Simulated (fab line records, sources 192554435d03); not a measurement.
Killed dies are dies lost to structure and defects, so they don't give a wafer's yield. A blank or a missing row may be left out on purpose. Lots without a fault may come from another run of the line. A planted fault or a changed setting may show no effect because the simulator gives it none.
fab line records | flow n5_finfet
record lots=14 wafers=42 last_day=17
route steps=1938 shown BEOL_M3@1016 BEOL_M4@1021
lots that met no fault: from a run of the same line without faults
start_h: hours from the record's first day to the start of the lot's first wafer shown | wait_h: hours since the lot's step before | " the same as in the row above | L1.1+2: a row that stands for several wafers | - no value, or no start given | * or withheld: withheld | < > ~ a bound
route shown NAME@n: a module of which the file shows steps, and the number in the route of the first | usual: mean/standard deviation of fault-free wafers | same: alike in all rows | chamber/n: place in a boat | sites: the reading at each site | _std_site: their standard deviation | _edge_site: outer sites' mean less inner sites' | radius_mm: how far each site lies from the wafer's centre | mask NAME#n: copy n | behind: the tool/chamber that last shaped the wafer | hold: why the lot was held/for how many hours/how that ended | device: the transistor (n, p or np) that didn't switch | end of line: the same wafers' tests at the end of the route | a step without rows: its recipe alone | killed: dies lost to structure and defects at the first sort, not the wafer's yield | map: a wafer's dies, x killed, . not, _ none there
set.NAME: the setting as run; set.NAME@STEP: as run at that earlier step | model.NAME: the simulator's own value behind a step, which no gauge read
steps of the route over a sample of lots; a table a step, a row a wafer
services: from which hour (start_h, from the record's first day; less than 0 if before it) a tool's chamber was out of use, for how many hours, and why
## steps
# step N5_BEOL_M3_CO_CAP_55
# recipe material=Co target_thk_a=20 temp_c=200 precursor=CCTBA/H2 pressure_torr=30 time_s=102.1
# usual heater_power_w=219/23
# columns lot.wafer tool chamber start_h wait_h heater_power_w
L153.1 cvd_co-01 0 145.81 0.0 214
L153.3 " 2 " " 188
L153.5 " 0 " " 208
L155.1 cvd_co-02 2 176.14 0.0 226
L155.4 " 2 " " 229
L155.5 " 1 " " 199
L157.1 cvd_co-02 0 177.60 0.0 253
L157.2 " 2 " " 233
L157.3 " 1 " " 191
L159.1 cvd_co-02 0 180.31 0.0 250
L159.2 " 2 " " 229
L159.6 " 0 " " 248
L160.2 cvd_co-02 1 218.07 0.0 188
L160.4 " 0 " " 254
L160.5 " 1 " " 195
L163.1 cvd_co-01 1 219.08 0.0 221
L163.3 " 2 " " 185
L163.5 " 0 " " 214
L162.1 cvd_co-02 2 222.30 0.0 230
L162.3 " 0 " " 253
L162.5 " 2 " " 224
L164.2 cvd_co-02 1 224.89 0.0 194
L164.4 " 1 " " 195
L164.5 " 2 " " 231
L165.2 cvd_co-02 0 230.06 0.0 250
L165.4 " 1 " " 197
L165.6 " 0 " " 251
L166.2 cvd_co-02 1 236.87 0.0 192
L166.3 " 2 " " 233
L166.4 " 1 " " 191
L167.3 cvd_co-01 0 240.90 0.0 213
L167.4 " 2 " " 193
L167.5 " 1 " " 225
L168.1 cvd_co-02 0 250.89 0.0 250
L168.3 " 2 " " 231
L168.4 " 1 " " 194
L169.1 cvd_co-01 0 259.11 0.0 212
L169.2 " 1 " " 228
L169.3 " 2 " " 190
L176.1 cvd_co-01 0 293.72 0.0 211
L176.2 " 2 " " 188
L176.4 " 2 " " 185
# step N5_BEOL_M4_ILD_DEP_00
# recipe material=SiOC target_thk_a=790 temp_c=350 precursor=DEMS/O2 pressure_torr=5 rf_w=500 time_s=15.3
# usual heater_power_w=406/60 showerhead_plenum_p_Torr=5.692/0.012 throttle_valve_pct=11.8/0.4
# columns lot.wafer tool chamber start_h wait_h heater_power_w showerhead_plenum_p_Torr throttle_valve_pct
L153.1 pecvd-01 2 146.07 0.0 373 5.701 11.8
L153.3 " 1 " " 399 5.700 12.4
L153.5 " 2 " " 365 5.709 11.9
L155.1 pecvd-01 2 176.39 0.0 350 5.703 11.7
L155.4 " 0 " " 399 5.702 12.1
L155.5 " 2 " " 346 5.710 11.7
L157.1 pecvd-04 1 177.86 0.0 433 5.693 12.6
L157.2 " 0 " " 508 5.684 11.6
L157.3 " 2 " " 391 5.693 12.6
L159.1 pecvd-01 2 180.55 0.0 288 5.713 11.9
L159.2 " 1 " " 349 5.688 11.7
L159.6 " 2 " " 289 5.709 11.7
L160.2 pecvd-03 2 218.35 0.0 522 5.670 11.3
L160.4 " 0 " " 486 5.702 11.5
L160.5 " 1 " " 384 5.692 11.4
L163.1 pecvd-04 0 219.35 0.0 447 5.682 11.9
L163.3 " 1 " " 435 5.681 12.8
L163.5 " 0 " " 449 5.682 11.7
L162.1 pecvd-01 2 222.55 0.0 354 5.721 11.8
L162.3 " 0 " " 371 5.703 12.3
L162.5 " 2 " " 363 5.702 12.1
L164.2 pecvd-01 1 225.15 0.0 378 5.712 11.8
L164.4 " 1 " " 405 5.700 11.9
L164.5 " 2 " " 294 5.705 11.9
L165.2 pecvd-03 2 230.31 0.0 447 5.659 11.5
L165.4 " 0 " " 476 5.704 11.7
L165.6 " 2 " " 462 5.674 11.3
L166.2 pecvd-04 0 237.11 0.0 471 5.679 11.6
L166.3 " 1 " " 389 5.699 12.6
L166.4 " 2 " " 441 5.685 10.8
L167.3 pecvd-03 2 241.15 0.0 539 5.679 11.4
L167.4 " 2 " " 529 5.677 11.5
L167.5 " 1 " " 407 5.690 11.6
L168.1 pecvd-04 2 251.14 0.0 441 5.712 11.1
L168.3 " 0 " " 500 5.698 11.7
L168.4 " 1 " " 430 5.669 12.5
L169.1 pecvd-03 1 259.35 0.0 372 5.688 11.7
L169.2 " 2 " " 507 5.686 11.6
L169.3 " 0 " " 396 5.691 11.6
L176.1 pecvd-01 2 293.97 0.0 312 5.703 12.0
L176.2 " 0 " " 375 5.675 11.9
L176.4 " 1 " " 358 5.696 12.3
# step N5_BEOL_M4_DEVELOP_10
# recipe develop_time_s=30 developer=TMAH resist=CAR-EUV rinse_liquid=surfactant_rinse dry=air_spin dev_temp_c=23
# usual chill_plate_temp_C=23.00/0.1 develop_time_s=30/0
# columns lot.wafer tool chamber start_h wait_h chill_plate_temp_C develop_time_s
L153.1 litho_track-04 0 146.93 - 23.04 30
L153.3 " 0 " " 23.08 30
L153.5 " 0 " " 23.12 30
L155.1 litho_track-04 0 176.97 - 22.88 30
L155.4 " 0 " " 22.99 30
L155.5 " 0 " " 22.98 30
L157.1 litho_track-01 0 178.56 - 22.91 30
L157.2 " 0 " " 22.93 30
L157.3 " 0 " " 22.93 30
L159.1 litho_track-01 0 181.07 - 23.13 30
L159.2 " 0 " " 23.15 30
L159.6 " 0 " " 23.14 30
L160.2 litho_track-01 0 219.16 - 22.85 30
L160.4 " 0 " " 22.64 30
L160.5 " 0 " " 22.77 30
L163.1 litho_track-02 0 221.49 - 22.93 30
L163.3 " 0 " " 23.01 30
L163.5 " 0 " " 23.02 30
L162.1 litho_track-01 0 224.69 - 23.15 30
L162.3 " 0 " " 23.26 30
L162.5 " 0 " " 23.12 30
L164.2 litho_track-01 0 225.68 - 22.88 30
L164.4 " 0 " " 22.97 30
L164.5 " 0 " " 22.91 30
L165.2 litho_track-02 0 232.80 - 23.03 30
L165.4 " 0 " " 23.12 30
L165.6 " 0 " " 23.13 30
L166.2 litho_track-02 0 237.91 - 23.09 30
L166.3 " 0 " " 22.92 30
L166.4 " 0 " " 22.90 30
L167.3 litho_track-02 0 242.03 - 23.03 30
L167.4 " 0 " " 23.08 30
L167.5 " 0 " " 23.08 30
L168.1 litho_track-04 - 252.59 - - -
L168.3 " - " " - -
L168.4 " - " " - -
L169.1 litho_track-04 - 259.87 - - -
L169.2 " - " " - -
L169.3 " - " " - -
L176.1 litho_track-04 0 295.10 - 22.96 30
L176.2 " 0 " " 23.03 30
L176.4 " 0 " " 22.97 30
# step N5_BEOL_M4_OVL_MEAS_12
# recipe points_per_wafer=522
# usual M4_OVL=-0.1/0.8
# same points_per_wafer=522
# columns lot.wafer tool chamber start_h wait_h M4_OVL[nm]
L153.1 overlay-01 0 147.02 0.0 -0.3
L153.3 " 0 " " 0.3
L153.5 " 0 " " -1.0
L155.1 overlay-01 0 177.06 0.0 0.7
L155.4 " 0 " " -0.9
L155.5 " 0 " " 0.0
L157.1 overlay-02 0 178.65 0.0 0.5
L157.2 " 0 " " -0.7
L157.3 " 0 " " 0.5
L159.1 overlay-02 0 181.16 0.0 -1.5
L159.2 " 0 " " 0.2
L159.6 " 0 " " 0.1
L160.2 overlay-02 0 219.26 0.0 0.2
L160.4 " 0 " " -0.1
L160.5 " 0 " " -1.7
L163.1 overlay-01 0 221.57 0.0 -1.0
L163.3 " 0 " " -0.8
L163.5 " 0 " " -0.8
L162.1 overlay-02 0 224.78 0.0 -0.1
L162.3 " 0 " " -0.3
L162.5 " 0 " " -0.9
L164.2 overlay-02 0 225.78 0.0 0.0
L164.4 " 0 " " -1.4
L164.5 " 0 " " 0.5
L165.2 overlay-01 0 232.90 0.0 0.5
L165.4 " 0 " " 0.5
L165.6 " 0 " " 0.3
L166.2 overlay-01 0 238.00 0.0 0.7
L166.3 " 0 " " -0.1
L166.4 " 0 " " 0.3
L167.3 overlay-01 0 242.13 0.0 -0.4
L167.4 " 0 " " 1.6
L167.5 " 0 " " 0.1
L168.1 overlay-01 0 252.68 0.0 -
L168.3 " 0 " " -
L168.4 " 0 " " -
L169.1 overlay-02 0 259.96 0.0 -
L169.2 " 0 " " -
L169.3 " 0 " " -
L176.1 overlay-01 0 295.19 0.0 0.6
L176.2 " 0 " " -0.7
L176.4 " 0 " " -1.2
## services
# columns tool chamber start_h hours kind
pecvd-04 0 140.44 5.5 scheduled_down
pecvd-04 - 140.80 0.6 repair
pecvd-01 1 157.75 2.1 scheduled_down
pecvd-03 2 166.60 19.3 repair
pecvd-01 - 168.36 5.5 pm
pecvd-04 - 172.05 0.9 repair
pecvd-04 2 202.38 - clean
pecvd-04 2 202.38 - consumable_replace:showerhead
pecvd-04 2 202.38 29.0 scheduled_down
pecvd-04 2 202.38 29.0 vent_cycle
pecvd-01 0 209.19 2.1 scheduled_down
cvd_co-01 - 226.69 1.1 repair
pecvd-01 0 233.76 9.1 repair
pecvd-03 - 263.84 1.6 repair
litho_track-04 - 277.02 - consumable_replace:filter
cvd_co-02 - 279.31 1.3 repair
## key
first_sign step=N5_BEOL_M4_DEVELOP_10 reading=tool_record direction=missing
effect none on later readings
met_at N5_BEOL_M4_DEVELOP_10
struck_lots L168,L169
later_rows_left_out L168.1,L168.3,L168.4,L169.1,L169.2,L169.3
sort_left_out L168.1,L168.3,L168.4,L169.1,L169.2,L169.3
not_acting_at N5_BEOL_M3_CO_CAP_55,N5_BEOL_M4_ILD_DEP_00,N5_BEOL_M4_OVL_MEAS_12
onset_between 176.97 252.59
fault kind=skipped_step_whole tool=litho_track-04 chamber=- onset_h=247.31 steps=N5_BEOL_M4_DEVELOP_10 scope=struck_lots_only
# sort_left_out: the simulated sort isn't trusted on such a fault, so these wafers' sort isn't shown, and their yield isn't known
# later_rows_left_out: the simulator's readings of these wafers behind a module that went badly wrong aren't trusted and aren't shown, but for the sort
